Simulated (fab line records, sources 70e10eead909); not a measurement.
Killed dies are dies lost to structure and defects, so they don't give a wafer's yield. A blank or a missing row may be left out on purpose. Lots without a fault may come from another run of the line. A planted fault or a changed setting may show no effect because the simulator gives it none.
fab line records | flow nand_harc
record lots=6 wafers=17 last_day=24
route steps=1159 shown A_CONTACT@889 END@1159
lots that met no fault: from a run of the same line without faults
start_h: hours from the record's first day to the start of the lot's first wafer shown | wait_h: hours since the lot's step before | " the same as in the row above | L1.1+2: a row that stands for several wafers | - no value, or no start given | * or withheld: withheld | < > ~ a bound
route shown NAME@n: a module of which the file shows steps, and the number in the route of the first | usual: mean/standard deviation of fault-free wafers | same: alike in all rows | chamber/n: place in a boat | sites: the reading at each site | _std_site: their standard deviation | _edge_site: outer sites' mean less inner sites' | radius_mm: how far each site lies from the wafer's centre | mask NAME#n: copy n | behind: the tool/chamber that last shaped the wafer | hold: why the lot was held/for how many hours/how that ended | device: the transistor (n, p or np) that didn't switch | end of line: the same wafers' tests at the end of the route | a step without rows: its recipe alone | killed: dies lost to structure and defects at the first sort, not the wafer's yield | map: a wafer's dies, x killed, . not, _ none there
set.NAME: the setting as run; set.NAME@STEP: as run at that earlier step | model.NAME: the simulator's own value behind a step, which no gauge read
lots at some steps of the route; a table a step, a row a wafer
services: from which hour (start_h, from the record's first day; less than 0 if before it) a tool's chamber was out of use, for how many hours, and why
## steps
# step NHARC_A_CONTACT_COAT_62
# recipe temp_c=225 time_s=65
# step NHARC_A_CONTACT_COAT_63
# recipe spin_rpm=1500 resist_thk_nm=90
# step NHARC_A_CONTACT_SOFTBAKE_64
# recipe temp_c=105 time_s=55
# step NHARC_A_CONTACT_EBR_65
# step NHARC_A_CONTACT_EXPOSE_66
# recipe na=1.35 sigma_outer=0.8 dose_mj=59.02 mask_id=A_CC_2
# step NHARC_A_CONTACT_PEB_67
# recipe peb_temp_c=100 peb_time_s=65
# step NHARC_A_CONTACT_DEVELOP_68
# recipe develop_time_s=35 dev_temp_c=23
# step NHARC_A_CONTACT_CD_MEAS_69
# recipe target_cd_nm=200 landing_energy_ev=500
# usual cd_nm=200.1/0.67
# columns lot.wafer tool chamber start_h wait_h cd_nm
L352.1 cd_sem-02 0 379.14 - 200.2
L352.4 " 0 " " 199.8
L352.5 " 0 " " 199.2
L360.1 cd_sem-01 0 444.22 - 199.5
L360.4 " 0 " " 199.3
L360.5 " 0 " " 199.1
L361.1 cd_sem-02 0 445.29 - 199.7
L361.4 " 0 " " 200.7
L361.6 " 0 " " 199.7
L367.1 cd_sem-03 0 479.18 - 200.2
L367.2 " 0 " " 200.0
L367.5 " 0 " " 199.6
L369.3 cd_sem-01 0 485.22 - 200.3
L369.5 " 0 " " 200.6
L370.2 cd_sem-02 0 513.63 - 199.9
L370.3 " 0 " " 200.2
L370.4 " 0 " " 199.6
# step NHARC_A_CONTACT_OVL_MEAS_70
# usual overlay_x_nm=-0.2/0.92 overlay_y_nm=0.1/0.84
# columns lot.wafer tool chamber start_h wait_h overlay_x_nm overlay_y_nm
L352.1 overlay-01 - 379.22 - 0.0 1.2
L352.4 " - " " -0.2 1.1
L352.5 " - " " -0.4 1.0
L360.1 overlay-02 - 444.31 - -0.8 -0.9
L360.4 " - " " -0.6 -1.3
L360.5 " - " " -0.5 -1.3
L361.1 overlay-02 - 445.38 - -1.8 1.6
L361.4 " - " " -2.8 0.9
L361.6 " - " " -1.6 1.4
L367.1 overlay-02 - 479.26 - 0.5 -1.1
L367.2 " - " " 0.2 -1.0
L367.5 " - " " 0.2 -0.3
L369.3 overlay-02 - 485.31 - -0.6 0.6
L369.5 " - " " -0.6 1.0
L370.2 overlay-02 - 513.72 - 0.4 0.9
L370.3 " - " " 0.1 0.9
L370.4 " - " " 0.4 1.2
# step NHARC_A_CONTACT_INSPECT_71
# usual raw_defect_count=27/13
# columns lot.wafer tool chamber start_h wait_h raw_defect_count
L352.1 defect_inspect-01 - 379.26 0.0 19
L352.4 " - " " 10
L352.5 " - " " 13
L360.1 defect_inspect-01 - 444.35 0.0 12
L360.4 " - " " 6
L360.5 " - " " 13
L361.1 defect_inspect-02 - 445.41 0.0 19
L361.4 " - " " 29
L361.6 " - " " 27
L367.1 defect_inspect-02 - 479.30 0.0 12
L367.2 " - " " 17
L367.5 " - " " 11
L369.3 defect_inspect-01 - 485.34 0.0 26
L369.5 " - " " 31
L370.2 defect_inspect-01 - 513.75 0.0 16
L370.3 " - " " 21
L370.4 " - " " 24
# step NHARC_A_CONTACT_DESCUM_74
# recipe time_s=3 o2_flow_sccm=200 ar_flow_sccm=0 bias_power_w=0 chemistry=O2
# usual drypump_motor_current_A=5.9/0.62 mfc_ar_sccm=0.005/0.0082 oes_product_au=0.999/0.017 rf_vpp_V=57.7/0.9 showerhead_plenum_p_Torr=1.90/0.09 throttle_valve_pct=11.312/0.0094
# same bias_power_w=0
# columns lot.wafer tool chamber start_h wait_h drypump_motor_current_A mfc_ar_sccm oes_product_au rf_hours_counter_h rf_vpp_V showerhead_plenum_p_Torr throttle_valve_pct
L352.1 rie_diel-11 3 379.32 0.1 6.3 0 1.012 0 58.2 1.87 11.310
L352.4 " 1 " " 6.6 0.001 1.000 0 58.6 1.93 11.307
L352.5 " 0 " " 5.9 0.016 0.987 - 58.1 2.03 11.314
L360.4 rie_diel-13 2 444.50 0.2 6.5 0.030 1.027 60 57.6 1.76 11.317
L360.1 " 3 " " 6.3 0.011 1.014 64 58.9 1.98 11.318
L360.5 " 1 " " 5.3 0 1.010 - 57.6 1.98 11.314
L361.1 rie_diel-11 0 445.50 0.1 5.9 0.016 0.981 14 58.4 2.02 11.311
L361.4 " 2 " " 4.8 0 0.976 14 56.5 1.85 11.329
L361.6 " 3 " " 6.3 0 1.021 - 57.3 1.86 11.319
L367.1 rie_diel-11 1 479.36 0.1 6.6 0.001 0.997 22 58.1 1.92 11.317
L367.2 " 2 " " 4.8 0 0.976 21 57.7 1.85 11.326
L367.5 " 2 " " 4.8 0 0.981 - 57.1 1.85 11.304
L369.3 rie_diel-11 2 485.50 0.2 4.8 0 0.966 22 58.5 1.85 11.309
L369.5 " 0 " " 6.0 0.016 0.981 - 58.3 2.02 11.310
L370.4 rie_diel-11 1 513.81 0.1 6.6 0.001 1.002 28 58.6 1.92 11.315
L370.2 " 3 " " 6.3 0 1.008 27 57.4 1.86 11.309
L370.3 " 0 " " 6.0 0.016 0.996 29 57.7 2.02 11.302
# step NHARC_A_CONTACT_ETCH_75
# recipe target_depth_a=390 over_etch_frac=0.3 time_s=65 ion_energy_ev=80 cf4_flow_sccm=150 ar_flow_sccm=0 rf_w=300 bias_w=100 chemistry=CF4
# usual drypump_motor_current_A=5.9/0.62 mfc_ar_sccm=0.005/0.0081 oes_product_au=0.999/0.016 rf_fwd_power_W=297.5/1.2 rf_vpp_V=151.2/1.3 run_length_s=86.3/0.55 showerhead_plenum_p_Torr=1.76/0.078 throttle_valve_pct=13.285/0.0095
# columns lot.wafer tool chamber start_h wait_h drypump_motor_current_A mfc_ar_sccm oes_product_au rf_fwd_power_W rf_hours_counter_h rf_vpp_V run_length_s showerhead_plenum_p_Torr throttle_valve_pct
L352.1 rie_diel-11 3 379.41 0.1 6.3 0 1.030 298.1 0 150.9 85.5 1.73 13.286
L352.4 " 1 " " 6.6 0.001 0.996 297.3 0 151.1 85.7 1.78 13.284
L352.5 " 3 " " 6.3 0 1.016 298.4 - 149.7 85.6 1.73 13.279
L360.1 rie_diel-13 3 444.66 0.1 6.3 0.011 1.014 297.6 65 152.3 85.6 1.82 13.285
L360.4 " 2 " " 6.4 0.030 1.023 296.8 60 148.0 86.3 1.64 13.289
L360.5 " 3 " " 6.3 0.011 1.011 298.1 - 151.3 85.9 1.82 13.274
L361.1 rie_diel-11 0 445.57 0.1 6.0 0.016 0.981 296.7 14 153.7 87.5 1.86 13.269
L361.4 " 2 " " 4.8 0 0.978 298.6 14 151.6 86.9 1.71 13.286
L361.6 " 0 " " 5.9 0.016 0.992 296.6 - 152.4 86.9 1.86 13.289
L367.1 rie_diel-11 1 479.46 0.1 6.6 0.001 0.993 297.4 22 152.2 85.8 1.77 13.283
L367.2 " 2 " " 4.8 0 0.978 298.9 21 150.2 86.2 1.71 13.296
L367.5 " 0 " " 5.9 0.016 0.978 296.2 - 154.0 87.5 1.86 13.287
L369.3 rie_diel-11 3 485.74 0.2 6.3 0 1.020 297.5 22 151.7 85.8 1.72 13.288
L369.5 " 1 " " 6.6 0.001 0.997 298.2 - 150.1 85.7 1.77 13.280
L370.3 rie_diel-11 3 513.91 0.1 6.3 0 1.010 298.6 27 150.6 85.6 1.72 13.280
L370.4 " 0 " " 5.9 0.016 0.994 295.6 29 152.4 87.0 1.86 13.293
L370.2 " 1 " " 6.6 0.001 0.999 297.7 28 151.6 85.7 1.77 13.304
# step NHARC_A_CONTACT_ETCH_76
# recipe target_depth_a=2600 over_etch_frac=0.3 time_s=475.3 ion_energy_ev=200 n2_flow_sccm=150 h2_flow_sccm=150 ar_flow_sccm=0 rf_w=400 bias_w=150 chemistry=N2/H2
# usual drypump_motor_current_A=5.9/0.6 mfc_ar_sccm=0.005/0.008 n2_flow_sccm=150.0/0.43 oes_product_au=0.999/0.017 rf_fwd_power_W=399.2/1.3 rf_vpp_V=430.5/2.8 run_length_s=496.6/0.56 showerhead_plenum_p_Torr=2.04/0.1 throttle_valve_pct=14.171/0.0089
# columns lot.wafer tool chamber start_h wait_h drypump_motor_current_A mfc_ar_sccm n2_flow_sccm oes_product_au rf_fwd_power_W rf_hours_counter_h rf_vpp_V run_length_s showerhead_plenum_p_Torr throttle_valve_pct
L352.1 rie_diel-11 0 379.53 - 5.9 0.016 149.8 0.988 398.2 1 433.6 497.5 2.16 14.175
L352.4 " 2 " " 4.8 0 150.0 0.991 401.3 0 428.0 496.4 1.97 14.162
L352.5 " 3 " " 6.3 0 150.0 1.032 402.0 - 430.1 496.1 1.99 14.168
L360.4 rie_diel-13 1 444.83 - 5.3 0 150.4 1.016 399.9 62 432.3 496.2 2.11 14.154
L360.1 " 2 " " 6.5 0.030 150.1 1.026 399.5 61 425.5 497.0 1.87 14.172
L360.5 " 1 " " 5.3 0 150.0 1.010 398.8 - 432.5 496.5 2.11 14.187
L361.4 rie_diel-11 2 445.67 - 4.8 0 150.2 0.978 401.1 14 428.8 496.7 1.97 14.172
L361.1 " 0 " " 5.9 0.016 150.0 0.984 397.8 14 433.4 497.5 2.16 14.166
L361.6 " 3 " " 6.3 0 149.9 1.014 397.5 - 428.6 496.1 1.98 14.169
L367.2 rie_diel-11 3 479.54 - 6.3 0 150.4 1.019 396.9 21 428.3 496.3 1.98 14.160
L367.1 " 1 " " 6.6 0.001 149.9 0.994 398.0 22 432.0 496.1 2.04 14.160
L367.5 " 3 " " 6.3 0 150.4 1.011 396.8 - 428.6 496.0 1.98 14.167
L369.3 rie_diel-11 0 485.82 - 5.9 0.016 149.8 0.985 - 23 432.8 353.9 2.16 14.168
L369.5 " 0 " " 6.0 0.016 150.0 0.976 399.1 - 435.3 497.4 2.16 14.175
L370.3 rie_diel-11 3 513.99 - 6.3 0 149.9 1.012 - 27 427.3 351.7 1.98 14.180
L370.2 " 0 " " 5.9 0.016 150.0 0.982 397.5 29 430.6 497.3 2.15 14.186
L370.4 " 2 " " 4.8 0 149.7 0.967 - 27 428.6 352.7 1.96 14.165
# step NHARC_A_CONTACT_ETCH_77
# recipe target_depth_a=726 time_s=36.3 cf4_flow_sccm=100 chf3_flow_sccm=30 ar_flow_sccm=0 rf_w=500 bias_w=200 chemistry=CF4/CHF3
# usual chf3_flow_sccm=30.01/0.093 drypump_motor_current_A=5.9/0.62 mfc_ar_sccm=0.005/0.0082 oes_product_au=0.939/0.024 rf_fwd_power_W=493/3.2 rf_vpp_V=370.6/2.5 run_length_s=57.6/0.51 showerhead_plenum_p_Torr=1.57/0.071 throttle_valve_pct=16.803/0.0097
# columns lot.wafer tool chamber start_h wait_h chf3_flow_sccm drypump_motor_current_A mfc_ar_sccm oes_product_au rf_fwd_power_W rf_hours_counter_h rf_vpp_V run_length_s showerhead_plenum_p_Torr throttle_valve_pct
L352.4 rie_diel-11 1 - - 30.11 6.6 0.001 0.971 494 1 370.8 57.2 1.58 16.788
L352.1 " 3 " " 30.12 6.3 0 0.975 492 1 371.0 57.2 1.54 16.802
L352.5 " 1 " " 29.97 6.6 0.001 0.973 495 - 370.5 57.8 1.58 16.801
L360.1 rie_diel-13 3 - - 29.83 6.3 0.011 0.931 493 65 372.9 56.7 1.62 16.787
L360.4 " 1 " " 30.02 5.3 0 0.932 493 62 371.8 57.3 1.62 16.779
L360.5 " 2 " " 30.05 6.4 0.030 0.948 490 - 368.0 57.8 1.46 16.799
L361.4 rie_diel-11 1 - - 30.04 6.6 0.001 0.960 495 15 371.3 57.5 1.58 16.795
L361.1 " 3 " " 30.02 6.3 0 0.978 493 14 369.2 57.1 1.53 16.799
L361.6 " 0 " " 29.88 5.9 0.016 0.952 488 - 373.7 58.9 1.66 16.802
L367.1 rie_diel-11 0 - - 29.94 5.9 0.016 0.910 485 22 373.3 58.8 1.66 16.807
L367.2 " 1 " " 29.98 6.6 0.001 0.926 493 22 371.6 57.2 1.58 16.808
L367.5 " 3 " " 30.03 6.3 0 0.948 496 - 369.6 57.0 1.53 16.812
L369.3 rie_diel-11 2 - - 30.18 4.8 0 0.937 494 23 370.4 57.5 1.52 16.803
L369.5 " 3 " " 29.98 6.3 0 0.960 491 - 367.9 56.9 1.53 16.802
L370.4 rie_diel-11 2 - - 29.92 4.8 0 0.913 498 27 369.6 57.5 1.52 16.813
L370.2 " 3 " " 30.16 6.3 0 0.934 494 27 370.7 56.8 1.53 16.817
L370.3 " 0 " " 30.14 5.9 0.016 0.931 489 29 372.0 58.2 1.65 16.805
# step NHARC_END_SORT_01
# recipe temp_c=25
# usual killed_at_array=26/9.7 killed_at_other=1.0/1.2 killed_at_periphery=3.9/2.6 killed_dies=31/9.7 killed_open=3.2/1.8 killed_short=2.0/1.3
# same gross_dies=677
# columns lot.wafer tool chamber start_h wait_h killed_at_array killed_at_other killed_at_periphery killed_dies killed_open killed_short
L370.3 prober-01 0 581.15 3.1 670 1 6 677 5 0
L370.4 prober-01 0 581.95 3.4 665 1 9 675 6 2
# killed by level:class
L370.3 A_CONTACT:area_etch=652 P_STI:chamber_film_flake=4 A_STAIRCASE:chamber_film_flake=4 A_ZERO_WELL:chamber_film_flake=3 A_WL_FILL:chamber_film_flake=3 A_CONTACT:chamber_film_flake=3 A_CHANNEL_HOLE_D1:chamber_film_flake=2 P_STI:geometric_particle:open=1
L370.4 A_CONTACT:area_etch=639 A_CHANNEL_HOLE_D1:chamber_film_flake=8 A_STAIRCASE:chamber_film_flake=6 A_CONTACT:geometric_particle:open=3 A_ZERO_WELL:chamber_film_flake=3 A_CONTACT:chamber_film_flake=3 P_ZERO_WELL:chamber_film_flake=2 P_STI:chamber_film_flake=2
# map L370.3 (x killed, . not)
____________x____________
_________xxxxxxx_________
_______xxxxxxxxxxx_______
______xxxxxxxxxxxxx______
_____xxxxxxxxxxxxxxx_____
____xxxxxxxxxxxxxxxxx____
____xxxxxxxxxxxxxxxxx____
___xxxxxxxxxxxxxxxxxxx___
___xxxxxxxxxxxxxxxxxxx___
__xxxxxxxxxxxxxxxxxxxxx__
__xxxxxxxxxxxxxxxxxxxxx__
_xxxxxxxxxxxxxxxxxxxxxxx_
_xxxxxxxxxxxxxxxxxxxxxxx_
_xxxxxxxxxxxxxxxxxxxxxxx_
_xxxxxxxxxxxxxxxxxxxxxxx_
_xxxxxxxxxxxxxxxxxxxxxxx_
xxxxxxxxxxxxxxxxxxxxxxxxx
xxxxxxxxxxxxxxxxxxxxxxxxx
xxxxxxxxxxxxxxxxxxxxxxxxx
xxxxxxxxxxxxxxxxxxxxxxxxx
xxxxxxxxxxxxxxxxxxxxxxxxx
_xxxxxxxxxxxxxxxxxxxxxxx_
_xxxxxxxxxxxxxxxxxxxxxxx_
_xxxxxxxxxxxxxxxxxxxxxxx_
_xxxxxxxxxxxxxxxxxxxxxxx_
_xxxxxxxxxxxxxxxxxxxxxxx_
__xxxxxxxxxxxxxxxxxxxxx__
__xxxxxxxxxxxxxxxxxxxxx__
___xxxxxxxxxxxxxxxxxxx___
___xxxxxxxxxxxxxxxxxxx___
____xxxxxxxxxxxxxxxxx____
____xxxxxxxxxxxxxxxxx____
_____xxxxxxxxxxxxxxx_____
______xxxxxxxxxxxxx______
_______xxxxxxxxxxx_______
_________xxxxxxx_________
____________x____________
# map L361.4 (x killed, . not)
____________.____________
_________......._________
_______..........._______
______.......x.....______
_____..............._____
____.................____
____.................____
___...................___
___...................___
__............x........__
__..................x..__
_...............x......._
_.......x........x.xx..._
_..............x........_
_............x..x.x..x.x_
_...x.............x.x..._
...........xx.....xxxxx..
..................x.xx...
..........x.......xxxx.x.
.......x..............x..
...............x...x.x...
_......................._
_..................x...._
_......................._
_......................x_
_......................._
__.....................__
__x....................__
___...................___
___........x..........___
____.................____
____......x..........____
_____..............._____
______.............______
_______..........._______
_________......._________
____________.____________
## services
# columns tool chamber start_h hours kind
rie_diel-11 0 356.30 4.6 repair
rie_diel-11 - 366.64 9.0 pm
rie_diel-11 0 366.64 9.0 vent_cycle
rie_diel-11 1 366.64 9.0 vent_cycle
rie_diel-11 2 366.64 9.0 vent_cycle
rie_diel-11 3 366.64 9.0 vent_cycle
rie_diel-11 0 375.64 - clean
rie_diel-11 1 375.64 - clean
rie_diel-11 2 375.64 - clean
rie_diel-11 3 375.64 - clean
rie_diel-11 0 400.14 - clean
rie_diel-11 1 400.14 - clean
rie_diel-11 2 400.14 - clean
rie_diel-11 3 400.14 - clean
rie_diel-11 0 424.78 - clean
rie_diel-11 1 424.78 - clean
rie_diel-11 2 424.78 - clean
rie_diel-11 3 424.78 - clean
rie_diel-11 - 432.78 0.4 repair
rie_diel-11 0 449.28 - clean
rie_diel-11 1 449.28 - clean
rie_diel-11 2 449.28 - clean
rie_diel-11 3 449.28 - clean
rie_diel-13 - 453.00 9.0 pm
## key
first_sign step=NHARC_A_CONTACT_ETCH_76 reading=run_length_s direction=down sigmas=99+ usual=* struck=*
effect step=NHARC_END_SORT_01 reading=killed_dies direction=up sigmas=66 usual=31 struck=676
more_kills_born_at NHARC_A_CONTACT_ETCH_76@rie_diel-11=1291
met_at NHARC_A_CONTACT_ETCH_76
struck_wafers L369.3,L370.3,L370.4
later_rows_left_out L369.3,L370.3,L370.4
sort_left_out L369.3
tester_left_out L369,L370
onset_between 479.54 485.82
fault kind=process_parameter_drift tool=rie_diel-11 chamber=- onset_h=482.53 steps=NHARC_A_CONTACT_ETCH_76 channel=time_s offset=* shape=step end_h=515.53 scope=struck_wafers_only acts_in=* stated=*
# tester_left_out: of these lots the tester's yield and bins aren't shown, on N5 and GAA mostly nor the transistor test; their killed dies are dies lost to structure and defects alone, not to doping, threshold or leakage, so they don't give the yield
# sort_left_out: the simulated sort isn't trusted on such a fault, so these wafers' sort isn't shown, and their yield isn't known
# later_rows_left_out: the simulator's readings of these wafers behind a module that went badly wrong aren't trusted and aren't shown, but for the sort
